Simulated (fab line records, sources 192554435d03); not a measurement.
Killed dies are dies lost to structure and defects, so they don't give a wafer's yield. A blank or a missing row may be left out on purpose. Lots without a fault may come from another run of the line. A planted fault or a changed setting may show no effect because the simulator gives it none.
Chamber matching | flow n5_finfet | N5_ILD0_LINER_00 on ald_sin-01: 4 sister chambers
The step material SiNx, target thk 4 nm, pulse time 1 s, purge time 2 s. 20 wafers are shown with their chamber, then 10 later ones without.

WAFERS WITH THEIR CHAMBER
wafer  | chamber | heater_power_w (W) | precursor_pulse_height_rel
L074.1 | 1       | 760                | 1.006
L074.2 | 0       | 970                | 0.995
L074.4 | 3       | 796                | 0.965
L075.3 | 1       | 747                | 1.013
L075.4 | 3       | 791                | 1.022
L075.6 | 2       | 855                | 0.995
L076.1 | 0       | 978                | 0.999
L076.2 | 1       | 770                | 0.996
L076.4 | 2       | 854                | 1.011
L083.1 | 2       | 853                | 0.985
L083.2 | 1       | 760                | 0.981
L083.5 | 2       | 848                | 0.997
L086.1 | 0       | 1018               | 1.009
L086.4 | 2       | 884                | 1.020
L086.5 | 1       | 742                | 1.014
L088.1 | 1       | 759                | 0.983
L088.3 | 0       | 1011               | 0.964
L088.6 | 2       | 862                | 0.971
L092.2 | 1       | 755                | 0.977
L092.4 | 3       | 792                | 0.998

SIGNATURES (means of the wafers above)
reading                    | chamber 0 | chamber 1 | chamber 2 | chamber 3 | scatter within a chamber
heater_power_w             | 994.25    | 756.14    | 859.33    | 793.00    | 13.8
precursor_pulse_height_rel | 0.99175   | 0.99571   | 0.99650   | 0.99500   | 0.019
Rule: a wafer's distance from a chamber is the root of the sum, over the readings, of the square of ((its reading less the chamber's mean) divided by the reading's scatter). The wafer belongs to the nearest chamber; if the next one is less than 2 further off, it can't be placed. The scatter: the root of (the sum of the squares of (reading less its chamber's mean) over the shown wafers, divided by (wafers less chambers)).

WAFERS WITHOUT THEIR CHAMBER
wafer  | heater_power_w (W) | precursor_pulse_height_rel
L092.5 | 762                | 1.016
L094.2 | 780                | 0.967
L094.4 | 791                | 1.031
L094.6 | 970                | 0.980
L096.2 | 797                | 1.030
L096.4 | 855                | 0.999
L096.6 | 793                | 1.017
L097.2 | 978                | 1.000
L097.3 | 871                | 1.039
L097.4 | 971                | 0.966

WHICH CHAMBER EACH WENT THROUGH
wafer  | from the rows above     | in truth
L092.5 | can't be placed: 1 or 3 | 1
L094.2 | can't be placed: 3 or 1 | 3
L094.4 | can't be placed: 3 or 1 | 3
L094.6 | 0                       | 0
L096.2 | can't be placed: 3 or 1 | 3
L096.4 | 2                       | 2
L096.6 | can't be placed: 3 or 1 | 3
L097.2 | 0                       | 0
L097.3 | 2                       | 2
L097.4 | 0                       | 0
Placed correctly: 5 of 10. Can't be placed from these rows: 5 (the true chamber is among the candidates in 5). Placed wrongly: 0.
